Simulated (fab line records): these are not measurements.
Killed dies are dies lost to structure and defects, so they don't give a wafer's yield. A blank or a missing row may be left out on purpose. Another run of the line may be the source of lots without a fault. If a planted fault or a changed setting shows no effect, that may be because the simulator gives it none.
Chamber matching :: flow n5Finfet :: rieDiel-01 running N5_BEOL_M11_DESCUM_33: 4 sister chambers
The step chemistry O2, time 7.9 s. 8 wafers are shown with their chamber, then 9 later ones without.

WAFERS WITH THEIR CHAMBER
wafer: L079.4
chamber: 3
showerheadPlenumPTorr (Torr): 2.15
throttleValvePct (%): 20.13

wafer: L080.3
chamber: 1
showerheadPlenumPTorr (Torr): 1.98
throttleValvePct (%): 20.80

wafer: L080.5
chamber: 2
showerheadPlenumPTorr (Torr): 2.04
throttleValvePct (%): 20.33

wafer: L083.4
chamber: 2
showerheadPlenumPTorr (Torr): 2.03
throttleValvePct (%): 20.33

wafer: L083.5
chamber: 0
showerheadPlenumPTorr (Torr): 2.23
throttleValvePct (%): 20.46

wafer: L088.1
chamber: 1
showerheadPlenumPTorr (Torr): 1.97
throttleValvePct (%): 20.85

wafer: L088.3
chamber: 3
showerheadPlenumPTorr (Torr): 2.15
throttleValvePct (%): 20.16

wafer: L088.5
chamber: 0
showerheadPlenumPTorr (Torr): 2.22
throttleValvePct (%): 20.49

WAFERS WHOSE CHAMBER IS MISSING
wafer: L085.1
showerheadPlenumPTorr (Torr): 1.97
throttleValvePct (%): 20.83

wafer: L085.4
showerheadPlenumPTorr (Torr): 2.22
throttleValvePct (%): 20.48

wafer: L085.6
showerheadPlenumPTorr (Torr): 2.15
throttleValvePct (%): 20.15

wafer: L092.2
showerheadPlenumPTorr (Torr): 2.22
throttleValvePct (%): 20.49

wafer: L092.4
showerheadPlenumPTorr (Torr): 2.14
throttleValvePct (%): 20.18

wafer: L092.6
showerheadPlenumPTorr (Torr): 2.14
throttleValvePct (%): 20.20

wafer: L094.2
showerheadPlenumPTorr (Torr): 2.14
throttleValvePct (%): 20.17

wafer: L094.3
showerheadPlenumPTorr (Torr): 2.03
throttleValvePct (%): 20.37

wafer: L094.5
showerheadPlenumPTorr (Torr): 2.03
throttleValvePct (%): 20.36

CHAMBER TAKEN BY EACH
wafer: L085.1
from the rows above: 1
in truth: 1

wafer: L085.4
from the rows above: 0
in truth: 0

wafer: L085.6
from the rows above: 3
in truth: 3

wafer: L092.2
from the rows above: 0
in truth: 0

wafer: L092.4
from the rows above: 3
in truth: 3

wafer: L092.6
from the rows above: 3
in truth: 3

wafer: L094.2
from the rows above: 3
in truth: 3

wafer: L094.3
from the rows above: 2
in truth: 2

wafer: L094.5
from the rows above: 2
in truth: 2
Correct placement for 9 of the 9. Can't be placed from these rows: 0. Placed wrongly: 0.
How it was worked out, from the rows above alone: a wafer's distance from a chamber is the root of the sum, over the readings, of the square of ((its reading less the chamber's mean) divided by the reading's scatter). If the next closest chamber is less than 2 further off than the closest, the wafer can't be placed; otherwise it belongs to the closest. Each chamber's mean is taken over the wafers shown for it. The scatter is the square root of a quotient: the sum, over the shown wafers, of each reading's squared deviation from its chamber's mean, divided by wafers minus chambers.
